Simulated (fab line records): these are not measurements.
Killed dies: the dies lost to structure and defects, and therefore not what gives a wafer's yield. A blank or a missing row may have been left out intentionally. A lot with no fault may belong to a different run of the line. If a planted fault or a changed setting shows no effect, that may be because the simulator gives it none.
Which tool is to blame?    flow nand_harc    Sampling: 11 lots, 33 wafers, 7 of 1159 route steps

== WHAT THE GAUGES READ, wafer by wafer ==
NHARC_P_ZERO_WELL_CD_MEAS_37 targets a cd of 720 nm.
lot   measured     on         cd_nm (nm)
L309  day 1 16:20  cd_sem-03  719.9 721.9 726.3
L313  day 2 16:15  cd_sem-02  724.0 724.1 722.6
L314  day 2 22:02  cd_sem-02  721.4 724.5 722.2
L323  day 5 04:07  cd_sem-02  717.1 723.4 719.4
L326  day 5 22:00  cd_sem-03  723.4 720.2 719.7
L327  day 6 04:06  cd_sem-02  723.5 722.9 722.3
L328  day 6 10:20  cd_sem-01  721.1 720.7 721.7
L329  day 6 16:14  cd_sem-01  718.3 723.6 719.6
L330  day 6 22:07  cd_sem-01  722.9 720.9 720.2
L331  day 7 04:06  cd_sem-03  724.2 720.9 720.0
L332  day 7 09:58  cd_sem-03  718.4 721.6 715.8

NHARC_P_ZERO_WELL_INSPECT_43.
lot   measured     on                 raw_defect_count
L309  day 1 19:40  defect_inspect-01  15 18 12
L313  day 2 19:47  defect_inspect-02  11 260 14
L314  day 3 01:31  defect_inspect-01  8 14 264
L323  day 5 07:36  defect_inspect-01  7 10 14
L326  day 6 01:19  defect_inspect-02  25 15 19
L327  day 6 07:26  defect_inspect-02  33 14 24
L328  day 6 13:53  defect_inspect-02  21 15 6
L329  day 6 19:41  defect_inspect-02  7 5 10
L330  day 7 01:27  defect_inspect-02  20 15 19
L331  day 7 07:35  defect_inspect-01  8 8 10
L332  day 7 13:19  defect_inspect-01  22 25 22

NHARC_P_STI_INSPECT_11.
lot   measured     on                 raw_defect_count
L309  day 2 15:08  defect_inspect-02  8 7 5
L313  day 3 10:20  defect_inspect-01  3 252 7
L314  day 3 17:01  defect_inspect-02  7 6 255
L323  day 5 23:10  defect_inspect-01  7 2 3
L326  day 6 17:47  defect_inspect-01  5 7 2
L327  day 6 23:44  defect_inspect-01  3 4 6
L328  day 7 07:36  defect_inspect-02  7 7 5
L329  day 7 07:26  defect_inspect-02  6 2 9
L330  day 7 18:44  defect_inspect-01  3 6 6
L331  day 7 23:01  defect_inspect-01  5 6 6
L332  day 8 04:48  defect_inspect-01  8 5 8

NHARC_END_SORT_01.
lot   measured      on         killed_at_array  killed_at_other  killed_at_periphery  killed_dies  killed_open  killed_short
L309  day 19 23:25  prober-01  23 29 14         0 0 0            3 1 1                26 30 15     4 4 1        0 2 1
L313  day 20 11:26  prober-02  30 18 19         1 1 0            4 35 5               35 54 24     1 2 6        2 2 0
L314  day 19 19:08  prober-02  16 9 13          0 0 0            5 5 36               21 14 49     1 3 1        3 2 3
L323  day 22 11:36  prober-01  30 37 29         5 3 5            2 3 4                37 43 38     4 5 4        2 2 2
L326  day 24 05:59  prober-02  26 32 30         2 0 1            1 2 1                29 34 32     5 4 2        3 2 1
L327  day 24 05:09  prober-01  31 31 27         1 0 0            6 3 7                38 34 34     8 3 4        0 3 3
L328  day 23 21:25  prober-01  24 34 21         0 1 0            5 2 4                29 37 25     1 3 4        2 2 0
L329  day 23 21:20  prober-02  31 36 39         1 0 0            4 4 5                36 40 44     4 2 7        2 3 4
L330  day 24 16:04  prober-01  31 15 21         0 0 0            2 2 1                33 17 22     4 3 1        3 0 4
L331  day 25 00:38  prober-01  17 13 12         0 0 0            3 7 3                20 20 15     3 3 3        3 4 2
L332  day 24 22:17  prober-02  15 25 16         0 1 1            3 3 1                18 29 18     2 3 2        2 0 1

== WHAT TOOL EACH LOT RAN ON (gives the tool, then ch and the chambers of the sampled wafers, and finally the start) ==
lot   NHARC_P_ZERO_WELL_ETCH_63        NHARC_P_ZERO_WELL_DESCUM_39        NHARC_P_ZERO_WELL_RTA_42
L309  rie_si-05 ch 0,1,3, day 1 13:47  rie_diel-02 ch 0,2,3, day 1 16:32  rtp_anneal-01 ch 0, day 1 18:59
L313  rie_si-04 ch 1,2,3, day 2 13:40  rie_diel-01 ch 0,1,2, day 2 16:26  rtp_anneal-01 ch 0, day 2 19:20
L314  rie_si-04 ch 1,2,3, day 2 19:40  rie_diel-01 ch 0,1, day 2 22:11    rtp_anneal-01 ch 0, day 3 00:56
L323  rie_si-05 ch 2,3, day 5 01:39    rie_diel-02 ch 1,2, day 5 04:16    rtp_anneal-02 ch 0, day 5 06:55
L326  rie_si-05 ch 0,2,3, day 5 19:33  rie_diel-03 ch 0,1,2, day 5 22:10  rtp_anneal-02 ch 0, day 6 00:45
L327  rie_si-05 ch 0,2,3, day 6 01:40  rie_diel-01 ch 0,1,2, day 6 04:16  rtp_anneal-01 ch 0, day 6 06:46
L328  rie_si-05 ch 2,3, day 6 07:46    rie_diel-03 ch 0,2,3, day 6 10:31  rtp_anneal-02 ch 0, day 6 13:11
L329  rie_si-04 ch 0,2,3, day 6 13:47  rie_diel-03 ch 0,1, day 6 16:24    rtp_anneal-02 ch 0, day 6 19:00
L330  rie_si-04 ch 0,1,3, day 6 19:33  rie_diel-03 ch 1,2, day 6 22:17    rtp_anneal-01 ch 0, day 7 00:53
L331  rie_si-05 ch 1,2,3, day 7 01:48  rie_diel-03 ch 1,3, day 7 04:15    rtp_anneal-02 ch 0, day 7 07:07
L332  rie_si-05 ch 0,1,3, day 7 07:32  rie_diel-01 ch 0,1,3, day 7 10:08  rtp_anneal-01 ch 0, day 7 12:44
- NHARC_P_ZERO_WELL_ETCH_63: etches the open film in HBr/Cl2, target depth 120 nm, time 40.1 s.
- NHARC_P_ZERO_WELL_DESCUM_39: chemistry O2, time 3 s.
- NHARC_P_ZERO_WELL_RTA_42: time 300 s.

== WHAT THE TOOLS THEMSELVES READ (means of the sampled wafers that have a number; where no wafer has one, the mark that the record gives instead) ==
NHARC_P_ZERO_WELL_ETCH_63.
lot   tool       bias_w (W)  drypump_motor_current_A (A)  oes_product_au (a.u.)  throttle_valve_pct (%)
L309  rie_si-05  99.94       6.0                          0.999                  26.407
L313  rie_si-04  99.83       5.8                          0.987                  26.404
L314  rie_si-04  99.70       5.8                          0.987                  26.409
L323  rie_si-05  99.99       6.1                          1.007                  26.407
L326  rie_si-05  99.90       6.3                          0.993                  26.391
L327  rie_si-05  100.03      6.3                          1.004                  26.409
L328  rie_si-05  100.09      6.2                          1.006                  26.399
L329  rie_si-04  99.72       5.8                          0.993                  26.408
L330  rie_si-04  100.07      5.9                          1.003                  26.402
L331  rie_si-05  100.16      5.9                          1.009                  26.408
L332  rie_si-05  99.82       6.0                          1.005                  26.402

NHARC_P_ZERO_WELL_DESCUM_39.
lot   tool         drypump_motor_current_A (A)  oes_product_au (a.u.)  rf_vpp_V (V)  showerhead_plenum_p_Torr (Torr)  throttle_valve_pct (%)
L309  rie_diel-02  5.4                          1.002                  56.9          1.92                             11.319
L313  rie_diel-01  5.8                          1.002                  57.9          1.94                             11.315
L314  rie_diel-01  6.1                          1.009                  57.5          1.85                             11.306
L323  rie_diel-02  5.7                          1.002                  57.2          1.86                             11.307
L326  rie_diel-03  5.7                          1.009                  57.5          2.00                             11.305
L327  rie_diel-01  5.8                          1.002                  57.7          1.93                             11.313
L328  rie_diel-03  5.7                          0.991                  58.0          1.98                             11.315
L329  rie_diel-03  5.5                          1.013                  58.4          2.02                             11.316
L330  rie_diel-03  5.7                          1.007                  58.4          2.02                             11.308
L331  rie_diel-03  5.7                          1.005                  58.1          2.00                             11.313
L332  rie_diel-01  6.0                          1.014                  58.0          1.91                             11.313

NHARC_P_ZERO_WELL_RTA_42.
lot   tool           lamp_power_pct (%)  lamp_zone_2_pct (%)  lamp_zone_7_pct (%)  wafer_temp_C_max
L309  rtp_anneal-01  34.7                34.7                 35.0                 1105.0
L313  rtp_anneal-01  34.7                34.7                 35.0                 1103.8
L314  rtp_anneal-01  34.7                34.7                 35.0                 1103.9
L323  rtp_anneal-02  37.8                37.7                 38.1                 1104.2
L326  rtp_anneal-02  37.7                37.7                 38.1                 1103.8
L327  rtp_anneal-01  34.7                34.7                 35.0                 1103.7
L328  rtp_anneal-02  37.6                37.7                 38.0                 1103.5
L329  rtp_anneal-02  37.7                37.7                 38.1                 1103.9
L330  rtp_anneal-01  34.7                34.7                 35.0                 1104.5
L331  rtp_anneal-02  37.7                37.7                 38.0                 1104.5
L332  rtp_anneal-01  34.7                34.7                 35.0                 1103.7

== THE ANSWER, worked out from the rows above alone ==
Rule: the usual values come from the lots themselves. Put in order of their means at a reading, lots are off if they are a third of the lots or fewer, leave a main group of 4 or more, and stand apart from it by a gap of 3 or more times the standard deviation of the main group's means; of several such gaps the widest counts. The tables above print the reading to a certain number of digits; a main group whose means all agree to those digits is not used. Also off: a lot with no number at a reading for which 4 or more lots have one. The other lots that the step has rows for count as sound. After the gauges, taken in route order, come the tools' own readings; for these a lot's mean is taken, as printed above. The first step at which some lot is off is used, and at that step the reading that is off furthest; a lot without a number counts as furthest.
Off: L313, L314 (NHARC_P_ZERO_WELL_INSPECT_43, raw_defect_count). Mean 16 and standard deviation 5.7 in the main group.
A tool fits if, at a process step before that reading, it ran every lot that is off, and no sound lot after the first of them. Not tried: the gauges at NHARC_P_ZERO_WELL_INSPECT_43; whatever is off there is also off at NHARC_END_SORT_01, on other tools, and gauge error can't account for it. Not one of the candidates tried fits.

== WHAT HAD BEEN PUT IN BY THE SIMULATOR ==
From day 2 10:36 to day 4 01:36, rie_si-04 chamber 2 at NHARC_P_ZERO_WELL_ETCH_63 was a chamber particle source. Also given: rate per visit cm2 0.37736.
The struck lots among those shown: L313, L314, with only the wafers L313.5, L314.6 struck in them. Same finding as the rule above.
